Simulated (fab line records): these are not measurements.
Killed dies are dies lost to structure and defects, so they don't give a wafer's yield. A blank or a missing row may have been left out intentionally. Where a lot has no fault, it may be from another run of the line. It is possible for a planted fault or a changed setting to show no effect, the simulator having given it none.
One fault through the eyes of 3 desks | flow n5Finfet | what lay behind the numbers comes last; until then each desk has only its own

== THE DEFECT DESK ==
Per lot, the means of the sampled wafers with a number show what the inspections along the route counted. A lot is out of limits, marked OUT, if its mean lies more than 4 standard deviations from the usual mean; the brackets give that distance.
Columns: A = rawDefectCount at N5_BEOL_M9_INSPECT_58, usual 76; B = rawDefectCount at N5_BEOL_M10_INSPECT_13, usual 432; C = rawDefectCount at N5_BEOL_M10_INSPECT_30, usual 430
lot  | first seen here | A             | B              | C
L138 | day 9 16:27     | 71            | 473            | 425
L139 | day 9 22:22     | 59            | 455            | 451
L145 | day 11 14:38    | 388 (+12) OUT | 661            | 664
L146 | day 12 02:34    | 448 (+15) OUT | 869 (+4.8) OUT | 867 (+4.6) OUT
L151 | day 13 06:40    | 66            | 435            | 448
L155 | day 14 16:17    | 76            | 371            | 384
L156 | day 14 16:44    | 87            | 421            | 399
L161 | day 15 18:59    | 73            | 493            | 497
L159 | day 15 21:30    | 60            | 419            | 404
L160 | day 15 21:43    | 78            | 434            | 427
This desk's verdict: out of limits on L145, L146, starting with L145 at day 11 14:38 (rawDefectCount at N5_BEOL_M9_INSPECT_58). Within limits: L138, L139, L151, L155, L156, L161, L159, L160.

== METROLOGY DESK ==
Lot by lot, what the gauges showed, no matter which tool ran the lot: averages of those sampled wafers that carry a number. A lot is out of limits, marked OUT, if its mean lies more than 4 standard deviations from the usual mean; the brackets give that distance.
Columns: A = cdNm at N5_BEOL_M9_CD_MEAS_35, usual 69.8 nm
lot  | first seen here | A
L138 | day 9 13:44     | 69.4
L139 | day 9 19:42     | 69.6
L145 | day 11 12:25    | 69.6
L146 | day 12 00:25    | 70.8
L151 | day 13 04:17    | 70.2
L155 | day 14 13:43    | 69.5
L156 | day 14 13:46    | 70.3
L161 | day 15 15:40    | 68.7
L159 | day 15 18:41    | 70.1
L160 | day 15 18:50    | 69.6
This desk found nothing out of limits on any of the 10 lots.

== THE TOOL OWNER'S DESK: cmp-02 ==
The tool's own readings at N5_BEOL_M9_CMP_52 (polishes, stops on SiCOH lowk, t overpolish 7 s, target thk 140 nm): means of the sampled wafers that have a number, for each lot that ran on this tool. A lot is out of limits, marked OUT, if its mean lies more than 4 standard deviations from the usual mean; the brackets give that distance.
Columns: A = barrierFieldEndpointS at N5_BEOL_M9_CMP_52, usual 29.1 s; B = clearingPlatenRpm at N5_BEOL_M9_CMP_52, usual 49.999 rpm; C = motorCurrentA at N5_BEOL_M9_CMP_52, usual 6.4 A; D = overpolishRunS at N5_BEOL_M9_CMP_52, usual 7.000 s; E = slurryFlowMlMin at N5_BEOL_M9_CMP_52, usual 150.1; F = timeToEndpointS at N5_BEOL_M9_CMP_52, usual 67 s
lot  | first seen here | A    | B      | C   | D     | E     | F
L138 | day 9 16:04     | 29.3 | 50.030 | 6.4 | 6.997 | 150.2 | 67
L139 | day 9 21:54     | 29.0 | 50.010 | 6.3 | 7.007 | 150.0 | 66
L145 | day 11 14:13    | 28.8 | 50.007 | 6.7 | 6.999 | 150.0 | 63
L146 | day 12 02:10    | 29.0 | 50.001 | 7.0 | 7.005 | 149.6 | 65
L155 | day 14 15:52    | 28.8 | 50.000 | 7.1 | 6.992 | 150.1 | 63
L156 | day 14 16:17    | 28.2 | 49.987 | 6.9 | 6.999 | 149.9 | 62
L159 | day 15 21:02    | 29.2 | 49.989 | 6.5 | 6.988 | 150.2 | 63
L160 | day 15 21:16    | 29.1 | 49.990 | 6.3 | 6.988 | 149.9 | 68
This desk found nothing out of limits on any of the 8 lots.

== ALL TOGETHER ==
The defect desk could have raised an alarm at day 11 14:38, on L145, L146.
The metrology desk saw nothing out of limits.
The desk of the tool owner found nothing out of limits.
The metrology desk has L145, L146 on record, within its limits.
Tool owner's desk: L145, L146 on record, inside its limits.
On cmp-02, each named lot ran N5_BEOL_M9_CMP_52.

== WHAT WAS PUT IN BY THE SIMULATOR ==
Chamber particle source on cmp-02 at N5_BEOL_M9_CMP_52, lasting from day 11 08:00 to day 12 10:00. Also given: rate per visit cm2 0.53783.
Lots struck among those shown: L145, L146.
Hours from the fault's start to each desk's first reading out of limits: the defect desk, 7.
